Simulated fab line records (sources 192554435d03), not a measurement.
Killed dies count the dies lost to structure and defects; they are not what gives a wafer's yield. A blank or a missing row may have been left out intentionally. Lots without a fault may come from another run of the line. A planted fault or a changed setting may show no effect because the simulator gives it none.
fab line records | flow n5Finfet
record lots=7 wafers=21
route steps=1938 shown BEOL_M7@1263 BEOL_M8@1336 BEOL_M9@1408
startH: the number of hours between the record's first day and the start of the first shown wafer of the lot | waitH: hours since the lot's step before | " as in the row above | L1.1+2: a row that stands for several wafers | - no value present, or no start provided | * or withheld: withheld | < > ~ a bound
route shown NAME@n: a module of which the file shows steps, and the number in the route of the first | usual: average and standard deviation across the fault-free wafers | same: alike in all rows | chamber/n: place in a boat | sites: the reading at each site | _std_site: how widely they spread, as a standard deviation | _edge_site: outer sites' mean less inner sites' | radiusMm: for every site, how far away it sits from the centre of the wafer | mask NAME#n: copy n | behind: tool/chamber where the wafer was last shaped | hold: why the lot went on hold/how many hours it stayed there/how the hold came to an end | device: transistor that didn't switch, given as n, p or np | end of line: at the end of the route, the tests of the same wafers | step lacking rows: just its recipe | killed: dies that structure and defects cost at the first sort, which is not the same as the wafer's yield | map: a wafer's dies, marking killed ones x, the rest . and places with no die _
set.NAME: setting as actually run; set.NAME@STEP: the setting as run at that earlier step | model.NAME: the simulator's own value behind a step, which no gauge read
lots run with intentionally changed settings; tables by step, rows by wafer
## steps
# step N5_BEOL_M7_ILD_DEP_00
# recipe material=SiCOH_lowk targetThkA=1797.5 tempC=300 precursor=DEMS/porogen pressureTorr=5 rfW=500 timeS=33.4
# columns lot.wafer tool chamber startH waitH set.timeS model.SiCOH_lowk_of_BEOL_M7_ILD_DEP_00.thkNm
L074.1 pecvd-04 2 183.20 0.0 29.23 155
L074.2 " 1 " " 29.23 154
L074.4 " 1 " " 29.23 157
L075.3 pecvd-02 2 190.38 0.0 36.3 191.6
L075.4 " 2 " " 33.4 179.8
L075.5 " 0 " " 36.3 195
L076.1 pecvd-04 2 195.92 0.0 33.4 175.8
L076.4 " 0 " " 33.4 177
L076.5 " 1 " " 33.4 177.6
L077.1 pecvd-02 2 207.56 0.0 33.4 175
L077.3 " 0 " " 33.4 179.6
L077.6 " 0 " " 33.4 181.6
L080.4 pecvd-04 0 224.13 0.1 29.04 153.8
L080.5 " 1 " " 33.4 177.2
L080.6 " 2 " " 33.4 181.8
L083.1 pecvd-02 1 232.46 0.0 33.4 174.2
L083.2 " 2 " " 28.46 150.6
L083.6 " 1 " " 28.46 149.8
L090.4 pecvd-03 2 278.68 0.1 31.65 169.6
L090.5 " 0 " " 31.65 170.4
L090.6 " 1 " " 31.65 171
# step N5_BEOL_M7_CURE_74
# recipe tempC=385 timeS=240 ambient=He/Ar material=SiCOH_lowk
# columns lot.wafer tool chamber startH waitH set.timeS@BEOL_M7_ILD_DEP_00 model.SiCOH_lowk_of_BEOL_M7_ILD_DEP_00.thkNm
L074.1 uvCure-03 1 183.27 0.0 29.23 133.6
L074.2 " 1 " " 29.23 132.6
L074.4 " 1 " " 29.23 135.2
L075.3 uvCure-02 2 190.60 0.2 36.3 165.4
L075.4 " 2 " " 33.4 155
L075.5 " 2 " " 36.3 168.2
L076.1 uvCure-01 1 195.98 0.0 33.4 151.6
L076.4 " 1 " " 33.4 152.6
L076.5 " 1 " " 33.4 153
L077.1 uvCure-02 2 207.63 0.0 33.4 151
L077.3 " 2 " " 33.4 154.8
L077.6 " 2 " " 33.4 156.6
L080.4 uvCure-02 0 224.54 0.4 29.04 132.4
L080.5 " 0 " " 33.4 152.8
L080.6 " 0 " " 33.4 156.8
L083.1 uvCure-02 0 234.38 1.9 33.4 150.2
L083.2 " 0 " " 28.46 129.6
L083.6 " 0 " " 28.46 129
L090.4 uvCure-03 1 278.96 0.3 31.65 146.2
L090.5 " 1 " " 31.65 146.8
L090.6 " 1 " " 31.65 147.4
# step N5_BEOL_M7_THK_MEAS_01
# recipe reads=SiCOH_lowk_of_BEOL_M7_ILD_DEP_00
# usual M7_ILD_THK=154.0/2
# columns lot.wafer tool chamber startH waitH set.timeS@BEOL_M7_ILD_DEP_00 M7_ILD_THK[nm]
L074.1 filmMetro-01 - 183.78 0.4 29.23 133.6
L074.2 " - " " 29.23 132.5
L074.4 " - " " 29.23 135.1
L075.3 filmMetro-01 - 190.96 0.3 36.3 165.5
L075.4 " - " " 33.4 155.0
L075.5 " - " " 36.3 168.5
L076.1 filmMetro-01 - 197.08 0.9 33.4 151.6
L076.4 " - " " 33.4 152.6
L076.5 " - " " 33.4 153.1
L077.1 filmMetro-01 - 208.14 0.4 33.4 150.9
L077.3 " - " " 33.4 154.8
L077.6 " - " " 33.4 156.7
L080.4 filmMetro-01 - 224.81 0.2 29.04 132.5
L080.5 " - " " 33.4 152.9
L080.6 " - " " 33.4 156.8
L083.1 filmMetro-02 - 235.37 0.8 33.4 150.3
L083.2 " - " " 28.46 129.5
L083.6 " - " " 28.46 129.1
L090.4 filmMetro-01 - 279.24 0.2 31.65 146.2
L090.5 " - " " 31.65 146.8
L090.6 " - " " 31.65 147.3
# step N5_BEOL_M7_EXPOSE_08
# recipe maskId=M7 na=1.35 sourceShape=dipole sigmaInner=0.817 sigmaOuter=0.97 polarization=te doseMj=68.25
# columns lot.wafer tool chamber startH waitH mask set.doseMj
L074.1+2 arfiScanner-02 0 184.43 - M7#0 65.79
L074.4 " 0 " " M7#0 68.25
L075.3+4+5 arfiScanner-02 0 193.53 - M7#0 68.25
L076.1+4 arfiScanner-03 0 197.83 - M7#0 64.94
L076.5 " 0 " " M7#0 68.25
L077.1+3+6 arfiScanner-03 0 209.22 - M7#0 68.25
L080.4+6 arfiScanner-01 0 226.44 - M7#0 72.84
L080.5 " 0 " " M7#0 68.25
L083.1+6 arfiScanner-02 0 236.99 - M7#0 68.25
L083.2 " 0 " " M7#0 66.69
L090.4+5 arfiScanner-03 0 280.33 - M7#0 68.25
L090.6 " 0 " " M7#0 70.65
# step N5_BEOL_M7_PEB_09
# recipe pebTempC=withheld pebTimeS=60 resist=CAR-ArF
# step N5_BEOL_M7_DEVELOP_10
# recipe developTimeS=30 developer=TMAH resist=CAR-ArF rinseLiquid=diw dry=airSpin devTempC=23
# step N5_BEOL_M7_CD_MEAS_11
# recipe targetCdNm=38.5 landingEnergyEv=500 detector=seInlens polarity=opening
# usual cdNm=38.6/0.54
# columns lot.wafer tool chamber startH waitH set.doseMj@BEOL_M7_EXPOSE_08 cdNm
L074.1 cdSem-01 0 184.55 - 65.79 37.3
L074.2 " 0 " " 65.79 35.8
L074.4 " 0 " " 68.25 38.8
L075.3 cdSem-01 0 193.64 - 68.25 37.8
L075.4 " 0 " " 68.25 38.0
L075.5 " 0 " " 68.25 38.1
L076.1 cdSem-01 0 197.95 - 64.94 36.5
L076.4 " 0 " " 64.94 37.0
L076.5 " 0 " " 68.25 38.2
L077.1 cdSem-03 0 209.35 - 68.25 39.1
L077.3 " 0 " " 68.25 38.6
L077.6 " 0 " " 68.25 38.8
L080.4 cdSem-02 0 226.56 - 72.84 41.8
L080.5 " 0 " " 68.25 38.7
L080.6 " 0 " " 72.84 41.3
L083.1 cdSem-02 0 237.12 - 68.25 38.3
L083.2 " 0 " " 66.69 37.8
L083.6 " 0 " " 68.25 38.8
L090.4 cdSem-02 0 280.44 - 68.25 39.0
L090.5 " 0 " " 68.25 38.4
L090.6 " 0 " " 70.65 39.2
# step N5_BEOL_M7_DESCUM_16
# recipe chemistry=O2 timeS=7.9 sourcePowerW=50 biasPowerW=20 pressureMtorr=20 rfFrequencyHz=2.712e+07 tempC=40 resist=CAR-ArF o2FlowSccm=225
# step N5_BEOL_M7_ETCH_61
# recipe chemistry=CF4 target=SiARC targetDepthA=455 maskMaterial=CAR-ArF timeS=75.8 ionEnergyEv=80 pressureMtorr=40 sourceW=545 biasW=36 Ar_flow_sccm=100 cf4FlowSccm=100 ends=cleared
# columns lot.wafer tool chamber startH waitH set.doseMj@BEOL_M7_EXPOSE_08 model.BEOL_M7.cdOffsetNm
L074.1 rieDiel-06 2 185.14 0.0 65.79 -1
L074.2 " 1 " " 65.79 -2.4
L074.4 " 3 " " 68.25 0.8
L075.3+4 rieDiel-06 3,2 193.76 0.0 68.25 -0.8
L075.5 " 0 " " 68.25 -0.6
L076.1 rieDiel-06 1 198.15 0.0 64.94 -2.6
L076.4 " 3 " " 64.94 -1.6
L076.5 " 2 " " 68.25 0
L077.1 rieDiel-04 2 209.47 0.0 68.25 0.2
L077.3+6 " 1,0 " " 68.25 0.4
L080.4 rieDiel-06 2 226.94 0.0 72.84 3.6
L080.5 " 1 " " 68.25 0.2
L080.6 " 0 " " 72.84 3.4
L083.1 rieDiel-04 0 237.24 0.0 68.25 0.2
L083.2 " 3 " " 66.69 -0.4
L083.6 " 3 " " 68.25 0.4
L090.4 rieDiel-03 3 280.56 0.0 68.25 0.2
L090.5 " 2 " " 68.25 -0.6
L090.6 " 1 " " 70.65 1
# step N5_BEOL_M7_ETCH_62
# recipe chemistry=N2/H2 target=SOC targetDepthA=1100 overetchA=220 maskMaterial=SiARC tempC=40 timeS=165 ionEnergyEv=200 pressureMtorr=30 sourceW=840 biasW=150 n2FlowSccm=200 h2FlowSccm=200
# columns lot.wafer tool chamber startH waitH set.doseMj@BEOL_M7_EXPOSE_08 model.BEOL_M7.cdOffsetNm
L074.1 rieDiel-06 2 185.20 0.0 65.79 -1
L074.2 " 1 " " 65.79 -2
L074.4 " 3 " " 68.25 0.8
L075.3+5 rieDiel-06 3,0 193.82 0.0 68.25 -0.4
L075.4 " 2 " " 68.25 -0.6
L076.1 rieDiel-06 2 198.21 0.0 64.94 -2.6
L076.4 " 1 " " 64.94 -1.2
L076.5 " 2 " " 68.25 0
L077.1 rieDiel-04 2 209.53 0.0 68.25 0
L077.3+6 " 1,0 " " 68.25 0.4
L080.4 rieDiel-06 2 226.99 0.0 72.84 3.4
L080.5 " 1 " " 68.25 0.2
L080.6 " 0 " " 72.84 3
L083.1 rieDiel-04 0 237.30 0.0 68.25 0.4
L083.2 " 3 " " 66.69 -0.4
L083.6 " 3 " " 68.25 0.6
L090.4 rieDiel-03 3 280.61 0.0 68.25 0.4
L090.5 " 2 " " 68.25 -0.6
L090.6 " 1 " " 70.65 0.6
# step N5_BEOL_M7_STRIP_68
# recipe chemistry=N2/H2 tempC=40 n2FlowSccm=200 h2FlowSccm=200 rfFrequencyHz=6e+07
# step N5_BEOL_M7_STRIP_67
# recipe chemistry=CF4 resist=SiARC powerW=300 biasPowerW=75 pressureMtorr=50 cf4FlowSccm=150 rfFrequencyHz=6e+07
# step N5_BEOL_M7_HM_OPEN_17
# recipe chemistry=Cl2/BCl3 targetDepthA=200 overetchA=60 target=TiN maskMaterial=SOC ionEnergyEv=150 pressureMtorr=10 icpW=1000 biasW=126 Cl2_flow_sccm=53.25 bcl3FlowSccm=21.75 Ar_flow_sccm=25
# columns lot.wafer tool chamber startH waitH set.doseMj@BEOL_M7_EXPOSE_08 model.BEOL_M7.cdOffsetNm
L074.1 rieMetal-01 1 185.40 0.0 65.79 -0.8
L074.2 " 0 " " 65.79 -2.2
L074.4 " 1 " " 68.25 1
L075.3 rieMetal-03 0 194.07 0.1 68.25 -0.2
L075.4 " 0 " " 68.25 -0.6
L075.5 " 0 " " 68.25 -0.4
L076.1 rieMetal-02 0 198.39 0.0 64.94 -2.6
L076.4 " 1 " " 64.94 -1.2
L076.5 " 0 " " 68.25 0.2
L077.1 rieMetal-01 1 209.72 0.0 68.25 0
L077.3 " 1 " " 68.25 0.6
L077.6 " 0 " " 68.25 0.4
L080.4+6 rieMetal-03 1,0 227.21 0.1 72.84 3.2
L080.5 " 1 " " 68.25 0.2
L083.1 rieMetal-01 1 237.48 0.0 68.25 0.4
L083.2 " 0 " " 66.69 -0.4
L083.6 " 1 " " 68.25 0.6
L090.4 rieMetal-01 1 280.83 0.1 68.25 0.4
L090.5 " 0 " " 68.25 -0.8
L090.6 " 1 " " 70.65 0.6
# step N5_BEOL_M7_STRIP_19
# recipe chemistry=O2 powerW=400 tempC=40 pressureMtorr=30 rfFrequencyHz=6e+07 biasPowerW=0 overashFraction=0.2 o2FlowSccm=225
# step N5_BEOL_M7_CD_MEAS_18
# recipe pitchNm=80 targetCdNm=40
# usual cdNm=40.2/0.61
# columns lot.wafer tool chamber startH waitH set.doseMj@BEOL_M7_EXPOSE_08 cdNm
L074.1 cdSem-03 - 185.58 0.0 65.79 39.2
L074.2 " - " " 65.79 37.6
L074.4 " - " " 68.25 41.0
L075.3 cdSem-02 - 194.28 0.1 68.25 39.7
L075.4 " - " " 68.25 39.3
L075.5 " - " " 68.25 39.6
L076.1 cdSem-03 - 198.57 0.0 64.94 37.4
L076.4 " - " " 64.94 38.7
L076.5 " - " " 68.25 40.3
L077.1 cdSem-01 - 209.90 0.0 68.25 39.8
L077.3 " - " " 68.25 40.6
L077.6 " - " " 68.25 40.4
L080.4 cdSem-03 - 227.37 0.1 72.84 43.0
L080.5 " - " " 68.25 40.1
L080.6 " - " " 72.84 43.2
L083.1 cdSem-03 - 237.71 0.0 68.25 40.2
L083.2 " - " " 66.69 39.6
L083.6 " - " " 68.25 40.6
L090.4 cdSem-02 - 280.99 0.1 68.25 40.1
L090.5 " - " " 68.25 39.3
L090.6 " - " " 70.65 40.9
# step N5_BEOL_M7_COAT_63
# recipe resist=SOC tempC=250 timeS=60 spinRpm=1500 resistThkNm=60
# step N5_BEOL_M7_COAT_64
# recipe resist=SiARC tempC=220 timeS=60 spinRpm=1500 resistThkNm=12
# step N5_BEOL_M7_PRECLEAN_42
# recipe chemistry=residueRemover timeS=60 tempC=40
# step N5_BEOL_M7_SRD_43
# recipe timeS=30 tempC=23 rinseLiquid=diw dry=ipaMarangoni
# step N5_BEOL_M7_CD_MEAS_35
# recipe targetCdNm=40 polarity=opening
# usual cdNm=40.2/0.63
# columns lot.wafer tool chamber startH waitH set.doseMj@BEOL_M7_EXPOSE_08 cdNm
L074.1 cdSem-03 - 188.14 0.0 65.79 39.2
L074.2 " - " " 65.79 38.1
L074.4 " - " " 68.25 41.3
L075.3 cdSem-03 - 195.29 0.0 68.25 40.0
L075.4 " - " " 68.25 39.3
L075.5 " - " " 68.25 39.4
L076.1 cdSem-01 - 200.22 0.0 64.94 37.8
L076.4 " - " " 64.94 38.5
L076.5 " - " " 68.25 40.1
L077.1 cdSem-02 - 214.59 0.0 68.25 40.0
L077.3 " - " " 68.25 40.4
L077.6 " - " " 68.25 40.5
L080.4 cdSem-03 - 229.53 0.0 72.84 43.0
L080.5 " - " " 68.25 40.2
L080.6 " - " " 72.84 43.2
L083.1 cdSem-01 - 240.57 0.0 68.25 40.2
L083.2 " - " " 66.69 39.7
L083.6 " - " " 68.25 41.0
L090.4 cdSem-03 - 283.81 0.0 68.25 40.1
L090.5 " - " " 68.25 39.3
L090.6 " - " " 70.65 41.1
# step N5_BEOL_M8_HM_DEP_02
# recipe material=TiN targetThkA=200 tempC=25 chamberPressurePa=0.49996
# columns lot.wafer tool chamber startH waitH set.targetThkA model.TiN_of_BEOL_M8_HM_DEP_02.thkNm
L074.1 pvdSputter-02 - 193.79 1.2 200 20
L074.2 " - " " 193.2 19.4
L074.4 " - " " 193.2 19.6
L075.3 pvdSputter-02 - 200.45 1.0 225.5 22.6
L075.4 " - " " 225.5 22.8
L075.5 " - " " 200 20
L076.1 pvdSputter-03 - 204.44 0.8 200 20
L076.4+5 " - " " 175.6 17.4
L077.1+6 pvdSputter-01 - 219.56 1.3 200 20.2
L077.3 " - " " 200 20.4
L080.4 pvdSputter-01 - 235.68 0.9 211.4 21.2
L080.5 " - " " 200 20.2
L080.6 " - " " 200 20
L083.1 pvdSputter-01 - 245.14 0.6 200 20
L083.2 " - " " 219.8 21.8
L083.6 " - " " 219.8 22
L090.4 pvdSputter-02 - 288.10 0.8 226.9 22.6
L090.5 " - " " 226.9 22.4
L090.6 " - " " 200 19.8
# step N5_BEOL_M8_COAT_59
# recipe resist=SOC tempC=250 timeS=60 spinRpm=1500 resistThkNm=100
# step N5_BEOL_M8_COAT_60
# recipe resist=SiARC tempC=220 timeS=60 spinRpm=1500 resistThkNm=35
# step N5_BEOL_M8_STRIP_68
# recipe chemistry=N2/H2 tempC=40 n2FlowSccm=200 h2FlowSccm=200 rfFrequencyHz=6e+07
# step N5_BEOL_M8_STRIP_67
# recipe chemistry=CF4 resist=SiARC powerW=300 biasPowerW=75 pressureMtorr=50 cf4FlowSccm=150 rfFrequencyHz=6e+07
# step N5_BEOL_M8_HM_OPEN_17
# recipe chemistry=Cl2/BCl3 targetDepthA=200 overetchA=60 target=TiN maskMaterial=SOC ionEnergyEv=150 pressureMtorr=10 icpW=1000 biasW=126 Cl2_flow_sccm=53.25 bcl3FlowSccm=21.75 Ar_flow_sccm=25
# columns lot.wafer tool chamber startH waitH set.targetThkA@BEOL_M8_HM_DEP_02 model.etch.depthNm
L074.1 rieMetal-01 0 194.53 0.0 200 20.07
L074.2 " 1 " " 193.2 19.45
L074.4 " 1 " " 193.2 19.55
L075.3 rieMetal-01 1 201.87 0.1 225.5 22.65
L075.4 " 0 " " 225.5 22.77
L075.5 " 0 " " 200 20.02
L076.1 rieMetal-01 0 205.33 0.0 200 19.91
L076.4 " 0 " " 175.6 17.34
L076.5 " 1 " " 175.6 17.46
L077.1 rieMetal-03 0 220.30 0.0 200 20.14
L077.3 " 0 " " 200 20.39
L077.6 " 1 " " 200 20.1
L080.4 rieMetal-03 1 236.57 0.1 211.4 21.24
L080.5 " 1 " " 200 20.21
L080.6 " 0 " " 200 20.06
L083.1 rieMetal-01 0 245.93 0.0 200 19.95
L083.2 " 1 " " 219.8 21.74
L083.6 " 0 " " 219.8 22
L090.4 rieMetal-02 1 289.00 0.1 226.9 22.53
L090.5 " 0 " " 226.9 22.46
L090.6 " 1 " " 200 19.74
# step N5_BEOL_M9_COAT_05
# recipe resist=CAR-ArF spinRpm=1500 resistThkNm=90
# columns lot.wafer tool chamber startH waitH set.spinRpm model.CAR-ArF_of_BEOL_M9_COAT_05.thkNm
L074.1 lithoTrack-01 0 - - 1500 89.8
L074.2 " 0 " " 1500 90
L074.4 " 0 " " 1650 85.6
L075.3 lithoTrack-04 0 - - 1561 88.4
L075.4 " 0 " " 1561 88.6
L075.5 " 0 " " 1500 90.2
L076.1 lithoTrack-05 0 - - 1593 86.6
L076.4 " 0 " " 1500 89.8
L076.5 " 0 " " 1593 87
L077.1+3+6 lithoTrack-04 0 - - 1500 90
L080.4+5 lithoTrack-01 0 - - 1447 91.6
L080.6 " 0 " " 1500 90
L083.1+2+6 lithoTrack-04 0 - - 1500 90.2
L090.4 lithoTrack-01 0 - - 1609 87
L090.5+6 " 0 " " 1500 90
## key
split step=N5_BEOL_M7_ILD_DEP_00 setting=timeS stated=33.4 by=wafer
response step=N5_BEOL_M7_ILD_DEP_00 reading=model.SiCOH_lowk_of_BEOL_M7_ILD_DEP_00.thkNm change=+1.74 per=1% r=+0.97
response step=N5_BEOL_M7_CURE_74 reading=model.SiCOH_lowk_of_BEOL_M7_ILD_DEP_00.thkNm change=+1.52 per=1% r=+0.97
response step=N5_BEOL_M7_THK_MEAS_01 reading=M7_ILD_THK change=+1.52 per=1% r=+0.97
split step=N5_BEOL_M7_EXPOSE_08 setting=doseMj stated=68.25 by=wafer
response step=N5_BEOL_M7_CD_MEAS_11 reading=cdNm change=+0.382 per=1% r=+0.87
response step=N5_BEOL_M7_ETCH_61 reading=model.BEOL_M7.cdOffsetNm change=+0.475 per=1% r=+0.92
response step=N5_BEOL_M7_ETCH_62 reading=model.BEOL_M7.cdOffsetNm change=+0.425 per=1% r=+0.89
response step=N5_BEOL_M7_HM_OPEN_17 reading=model.BEOL_M7.cdOffsetNm change=+0.445 per=1% r=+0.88
response step=N5_BEOL_M7_CD_MEAS_18 reading=cdNm change=+0.469 per=1% r=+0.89
response step=N5_BEOL_M7_CD_MEAS_35 reading=cdNm change=+0.454 per=1% r=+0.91
split step=N5_BEOL_M8_HM_DEP_02 setting=targetThkA stated=200 by=wafer
response step=N5_BEOL_M8_HM_DEP_02 reading=model.TiN_of_BEOL_M8_HM_DEP_02.thkNm change=+0.204 per=1% r=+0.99
response step=N5_BEOL_M8_HM_OPEN_17 reading=model.etch.depthNm change=+0.204 per=1% r=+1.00
split step=N5_BEOL_M9_COAT_05 setting=spinRpm stated=1500 by=wafer
response step=N5_BEOL_M9_COAT_05 reading=model.CAR-ArF_of_BEOL_M9_COAT_05.thkNm change=-0.436 per=1% r=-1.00
